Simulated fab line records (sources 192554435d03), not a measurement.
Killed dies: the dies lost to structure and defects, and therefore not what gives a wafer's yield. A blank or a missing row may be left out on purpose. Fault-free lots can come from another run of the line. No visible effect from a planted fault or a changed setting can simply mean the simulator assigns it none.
Code-filled problem report in 8D (eight disciplines) form | flow n5_finfet | the parts of the form that need people (team, actions taken, sign-off) are left out

== 1. WHAT IS WRONG ==
At N5_BEOL_M1_CO_CAP_55, run_length_s averages 64.0 s over 3 wafers from 2 lots, while fault-free wafers read 125.3 s, standard deviation 0.6. That is -99 or more standard deviations from the usual mean.
The step: material Co, precursor CCTBA/H2, target thk 2 nm, time 102.1 s.
First observed at day 9 21:04: wafer L216.3, on cvd_co-02. The record holds 16 wafers of 6 lots with a number at this step. By rule, "out" or "out of limits" means more than 4 standard deviations away from the usual mean. Any other wafer with a number is counted as sound.

== 2. WHAT IT IS, WHAT IT ISN'T ==
question                    | is                     | is not
which readings at this step | run_length_s           | heater_power_w
which lots                  | L216, L222             | L204, L210, L211, L220
which wafers of those lots  | L216.3, L222.2, L222.3 | L216.5
read on which tools         | cvd_co-02              | cvd_co-01
when                        | from day 9 21:04       | up to then (10 sound wafers); but 3 sound wafers of L220 came after

== 3. THE SUSPECTS, EACH WITH WHAT RULES IT OUT ==
Counting: any tool at a process step up to the reading remains a suspect provided it ran every lot that is out. Sound lots after the first of them don't rule it out here, since some wafers of a struck lot are sound.
- cvd_co-02 at N5_BEOL_M1_PRE_CLEAN_60 (time 15 s): kept. It ran every lot that is out, first L216 (day 9 21:02); its last sound lot up to then is L211 (day 8 20:25).
- cvd_co-02 at N5_BEOL_M1_CO_CAP_55 (material Co, precursor CCTBA/H2, target thk 2 nm, time 102.1 s): kept. It ran every lot that is out, first L216 (day 9 21:04); its last sound lot up to then is L211 (day 8 20:28). Its own readings are out on those wafers: run_length_s.
Left after counting: cvd_co-02 at N5_BEOL_M1_PRE_CLEAN_60, cvd_co-02 at N5_BEOL_M1_CO_CAP_55.

== 4. THE CAUSE (what the simulator had put in) ==
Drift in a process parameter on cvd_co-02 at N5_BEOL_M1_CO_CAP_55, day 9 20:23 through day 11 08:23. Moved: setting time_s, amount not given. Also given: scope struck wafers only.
Of the 2 suspects that counting leaves, this tool is one.

== 5. THE CHAIN OF EFFECTS, in route order ==
Rows list readings where the struck wafers' mean (over those with a number) sits beyond 3 standard deviations from the usual. Only readings whose record carries a usual standard deviation are examined. hours: median over the lots of the time between each lot's start at the first step of this table that gives one and its start at this step. sigmas: the change, counted in usual standard deviations.
hours | step                 | reading      | usual   | on struck wafers | change | sigmas
0     | N5_BEOL_M1_CO_CAP_55 | run_length_s | 125.3 s | 64.0             | -61.3  | -99 or more
Here are the process steps it includes:
- N5_BEOL_M1_CO_CAP_55: material Co, precursor CCTBA/H2, target thk 2 nm, time 102.1 s.
At these later measuring or inspecting steps, every struck wafer for which the step has a row has a number for every such reading, and none has moved that far: N5_BEOL_M4_RC_MEAS_101.

== 6. WHAT WOULD HAVE CAUGHT IT SOONER ==
In this record the first reading out of limits was taken at day 9 21:04, 1 hour after the fault began at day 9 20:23.
